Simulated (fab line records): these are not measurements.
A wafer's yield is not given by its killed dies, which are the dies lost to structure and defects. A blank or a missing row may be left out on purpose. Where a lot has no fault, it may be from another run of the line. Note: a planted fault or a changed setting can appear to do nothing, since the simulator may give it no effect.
The same fault as seen by 3 desks | flow n5Finfet | only its own numbers are on each desk; what lay behind them is given at the end

== THE METROLOGY DESK ==
What the gauges read, lot by lot, whatever tool the lot ran on: means of the sampled wafers that have a number. The brackets show how far a lot's mean lies from the usual mean; more than 4 standard deviations puts the lot out of limits, marked OUT. 7 of its 12 readings are shown, namely those furthest out on some lot.
Columns: A = DIBL_P at N5_BEOL_M4_RC_MEAS_101, usual 35.9 mV/V; B = IOFF_N at N5_BEOL_M4_RC_MEAS_101, usual 0.16 nA/um; C = IOFF_P at N5_BEOL_M4_RC_MEAS_101, usual 0.21 nA/um; D = ION_N at N5_BEOL_M4_RC_MEAS_101, usual 672 uA/um; E = ION_P at N5_BEOL_M4_RC_MEAS_101, usual 461 uA/um; F = VT_N at N5_BEOL_M4_RC_MEAS_101, usual 250 mV; G = VT_P at N5_BEOL_M4_RC_MEAS_101, usual -251 mV
lot  | first seen here | A    | B    | C    | D   | E   | F   | G
L331 | day 3 18:29     | 35.3 | 0.16 | 0.17 | 675 | 459 | 249 | -253
L334 | day 4 12:44     | 34.3 | 0.15 | 0.20 | 669 | 461 | 250 | -249
L338 | day 5 15:08     | 38.0 | 0.19 | 0.24 | 675 | 467 | 251 | -249
L344 | day 7 06:25     | 36.8 | 0.16 | 0.22 | 678 | 464 | 249 | -250
L346 | day 7 12:30     | 36.8 | 0.20 | 0.27 | 689 | 475 | 246 | -245
L347 | day 7 16:52     | 33.8 | 0.11 | 0.17 | 663 | 462 | 253 | -253
L349 | day 8 03:14     | 34.6 | 0.15 | 0.19 | 672 | 459 | 250 | -253
L350 | day 8 12:10     | 36.7 | 0.17 | 0.23 | 671 | 460 | 250 | -247
L351 | day 8 19:19     | 36.7 | 0.16 | 0.23 | 672 | 466 | 249 | -247
L354 | day 9 13:23     | 32.6 | 0.11 | 0.16 | 657 | 457 | 256 | -253
This desk's finding: nothing out of limits on any of the 10 lots.

== THE DEFECT DESK ==
For each lot, the counts of the inspections along the route, averaged over the sampled wafers that have a number. The brackets show how far a lot's mean lies from the usual mean; more than 4 standard deviations puts the lot out of limits, marked OUT.
Columns: A = rawDefectCount at N5_DUMMY_REMOVAL_INSPECT_06, usual 13
lot  | first seen here | A
L331 | day 3 23:06     | 12
L334 | day 4 16:56     | 9
L338 | day 5 19:23     | 7
L344 | day 7 11:10     | 17
L346 | day 7 16:49     | 9
L347 | day 7 21:42     | 18
L349 | day 8 07:35     | 18
L350 | day 8 16:22     | 10
L351 | day 9 00:52     | 8
L354 | day 9 18:19     | 17
This desk's finding: nothing out of limits on any of the 10 lots.

== TOOL OWNER'S DESK, aldSin-03 ==
The tool's own readings at N5_SDB_ALD_29 (deposits SiNx, target thk 30 nm, pulse time 1 s, ald cycles 600): means of the sampled wafers that have a number, for each lot that ran on this tool. The brackets show how far a lot's mean lies from the usual mean; more than 4 standard deviations puts the lot out of limits, marked OUT.
Columns: A = heaterPowerW at N5_SDB_ALD_29, usual 876 W; B = precursorPulseHeightRel at N5_SDB_ALD_29, usual 1.001
lot  | first seen here | A   | B
L334 | day 4 13:40     | 874 | 1.007
L338 | day 5 16:05     | 928 | 1.005
L344 | day 7 07:49     | 888 | 1.015
This desk's finding: nothing out of limits on any of the 3 lots.

== BROUGHT TOGETHER ==
Nothing out of limits was seen by the metrology desk.
No out-of-limits result turned up at the defect desk.
The desk of the tool owner found nothing out of limits.

== WHAT THE SIMULATOR PUT IN ==
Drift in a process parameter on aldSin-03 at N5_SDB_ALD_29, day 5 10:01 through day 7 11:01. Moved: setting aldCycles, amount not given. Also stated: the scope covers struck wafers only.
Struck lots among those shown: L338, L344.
